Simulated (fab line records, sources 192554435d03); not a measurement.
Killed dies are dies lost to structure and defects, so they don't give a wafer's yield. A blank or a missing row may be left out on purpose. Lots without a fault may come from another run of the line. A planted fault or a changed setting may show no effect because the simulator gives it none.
Which tool did it? | flow n5_finfet | 12 lots, 36 wafers sampled, at 1 step of a route of 1938

WHAT THE GAUGES READ, wafer by wafer
N5_MIM_BOT_LITHO_INSPECT_12: inspects for defects (macro).
lot  | measured     | on                | raw_defect_count
L076 | day 13 00:44 | defect_inspect-01 | 0 3 0
L077 | day 13 09:41 | defect_inspect-02 | 1 2 2
L079 | day 13 16:48 | defect_inspect-02 | 2 3 1
L083 | day 14 07:04 | defect_inspect-01 | 0 1 2
L082 | day 14 13:11 | defect_inspect-01 | 0 5 2
L084 | day 14 17:43 | defect_inspect-01 | 3 3 0
L088 | day 15 18:32 | defect_inspect-01 | 3 4 2
L085 | day 16 01:53 | defect_inspect-01 | 0 1 3
L091 | day 16 06:17 | defect_inspect-02 | 1 1 5
L094 | day 17 11:56 | defect_inspect-02 | 0 4 2
L097 | day 18 03:32 | defect_inspect-01 | 1 0 3
L096 | day 18 09:30 | defect_inspect-02 | 2 2 4

WHICH TOOL RAN EACH LOT (tool, then ch and the chambers of the sampled wafers, then the start)
The record holds no process step before these readings.

THE ANSWER, worked out from the rows above alone
Rule: what is usual is taken from the lots themselves. Put in order of their means at a reading, lots are off if they are a third of the lots or fewer, leave a main group of 4 or more, and stand apart from it by a gap of 3 or more times the standard deviation of the main group's means; of several such gaps the widest counts. A main group whose means are all the same, to the digits that the tables above print for the reading, isn't used. A lot without any number at a reading at which 4 lots or more have one is off too. The other lots that the step has rows for count as sound.
No lot is off at any reading shown: from this, nothing can be told.

WHAT THE SIMULATOR HAD PUT IN
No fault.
